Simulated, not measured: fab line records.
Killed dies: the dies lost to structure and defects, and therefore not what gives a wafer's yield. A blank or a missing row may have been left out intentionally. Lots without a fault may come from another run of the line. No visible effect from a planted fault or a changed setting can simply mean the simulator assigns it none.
Lot-split experiment + flow n5Finfet + 7 lots, 21 wafers read, on a route of 1938 steps

## SPLIT DETAILS
At N5_BEOL_M6_TRENCH_ETCH_37 (etches SiCOH lowk in C4F6/O2, target depth 94.435 nm, time 31.5 s), the setting timeS was moved away from the recipe's 31.5 s on 6 of the 21 wafers read, by -14.1% to +20.7%. This setting was run at the recipe's value on the other wafers.

## FROM THE SPLIT TO THE READING: what the file shows between them, 8 steps
- N5_BEOL_M6_ETCH_41: etches SiCN in CH3F/O2, target depth 29.7 nm, time 52 s
- N5_BEOL_M6_STRIP_80: strips in N2/H2, time 10 s
- N5_BEOL_M6_OCD_MEAS_38
- N5_BEOL_M6_HM_STRIP_39: strips TiN in peroxide tin strip, target depth 25 nm, time 158 s
- N5_BEOL_M6_SRD_40: time 30 s
- N5_BEOL_M6_ECD_50: material Cu, target thk 300 nm
- N5_BEOL_M6_ANNEAL_51: time 90 s
- N5_BEOL_M6_CMP_52: polishes, stops on SiCOH lowk, t overpolish 6.9 s, target thk 80 nm

## THE READING
M6_THK, in nm, at N5_BEOL_M6_THK_MEAS_53 (measures by xrf). A value of 80 nm with a standard deviation of 3.2 nm is what fault-free wafers of this fab line usually give.

| wafer  | tool, chamber at the split | timeS as run, s | against the recipe | M6_THK, nm | against lot-mates on the recipe |
|--------|----------------------------|-----------------|--------------------|------------|---------------------------------|
| L076.1 | rieDiel-04, 2              | 27.05           | -14.1%             | 65         | -11                             |
| L076.2 | rieDiel-04, 0              | 27.05           | -14.1%             | 72         | -4                              |
| L076.5 | rieDiel-04, 2              | 31.5            | recipe             | 76         | -                               |
| L078.1 | rieDiel-04, 0              | 31.5            | recipe             | 86         | -                               |
| L078.3 | rieDiel-04, 2              | 35.34           | +12.2%             | 88         | +4                              |
| L078.6 | rieDiel-04, 0              | 31.5            | recipe             | 81         | -                               |
| L081.1 | rieDiel-04, 0              | 31.5            | recipe             | 85         | -                               |
| L081.4 | rieDiel-04, 2              | 31.5            | recipe             | 79         | -                               |
| L081.5 | rieDiel-04, 2              | 31.5            | recipe             | 79         | -                               |
| L086.1 | rieDiel-04, 1              | 38.01           | +20.7%             | 94         | +20                             |
| L086.3 | rieDiel-04, 2              | 31.5            | recipe             | 75         | -                               |
| L086.6 | rieDiel-04, 2              | 31.5            | recipe             | 74         | -                               |
| L093.1 | rieDiel-04, 0              | 37.67           | +19.6%             | 101        | +23                             |
| L093.5 | rieDiel-04, 0              | 31.5            | recipe             | 82         | -                               |
| L093.6 | rieDiel-04, 1              | 31.5            | recipe             | 74         | -                               |
| L094.1 | rieDiel-05, 0              | 31.5            | recipe             | 76         | -                               |
| L094.2 | rieDiel-05, 2              | 31.5            | recipe             | 79         | -                               |
| L094.6 | rieDiel-05, 3              | 35.94           | +14.1%             | 92         | +14                             |
| L095.2 | rieDiel-04, 1              | 31.5            | recipe             | 71         | -                               |
| L095.3 | rieDiel-04, 3              | 31.5            | recipe             | 81         | -                               |
| L095.4 | rieDiel-04, 1              | 31.5            | recipe             | 72         | -                               |

FIT RESULTS
A straight line over all 21 wafers: M6_THK changes by +0.866 nm for each +1% of timeS; r = +0.87; the points scatter about the line by 4.4 nm.
The same after taking each lot's own level away (the mean of its wafers on the recipe; 21 wafers): +0.834 nm for each +1%; r = +0.89; scatter 3.8 nm.
According to that fit, moving timeS by its largest amount changes the reading by 17 nm.
From 74.5 to 83.5 nm: that is the span of the lots' own levels, equal to 2.8 times the standard deviation above.
So the lot-to-lot level changes the slope little: the two slopes agree.
Check: for one of the wafers moved furthest among these (+20.7%), held out of the fit, the line's prediction against its lot-mates is +17.3 nm. Against them it came out at +19.5 nm.

## THE WHOLE CHAIN: every reading that the file lists as answering this split, in the file's order
| step                      | what it does                                                        | reading                                                                     | change (the file's fit)               | r (the file's) |
|---------------------------|---------------------------------------------------------------------|-----------------------------------------------------------------------------|---------------------------------------|----------------|
| N5_BEOL_M6_TRENCH_ETCH_37 | etches SiCOH lowk in C4F6/O2, target depth 94.435 nm, time 31.5 s   | BEOL_M6.featureDepthNm (the simulator's own value, which no gauge read)     | +0.918 nm for each +1% of the setting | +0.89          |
| N5_BEOL_M6_TRENCH_ETCH_37 | etches SiCOH lowk in C4F6/O2, target depth 94.435 nm, time 31.5 s   | etch.depthNm (the simulator's own value, which no gauge read)               | +0.916 nm for each +1% of the setting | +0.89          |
| N5_BEOL_M6_OCD_MEAS_38    |                                                                     | trenchDepthNm                                                               | +0.931 nm for each +1% of the setting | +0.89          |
| N5_BEOL_M6_CMP_52         | polishes, stops on SiCOH lowk, t overpolish 6.9 s, target thk 80 nm | Cu_of_BEOL_M6_ECD_50.thkNm (the simulator's own value, which no gauge read) | +0.899 nm for each +1% of the setting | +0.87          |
| N5_BEOL_M6_THK_MEAS_53    | measures by xrf                                                     | M6_THK                                                                      | +0.915 for each +1% of the setting    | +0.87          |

## THE FILE'S OWN FIT
M6_THK changes by +0.915 nm for each +1% of timeS, r = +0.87.
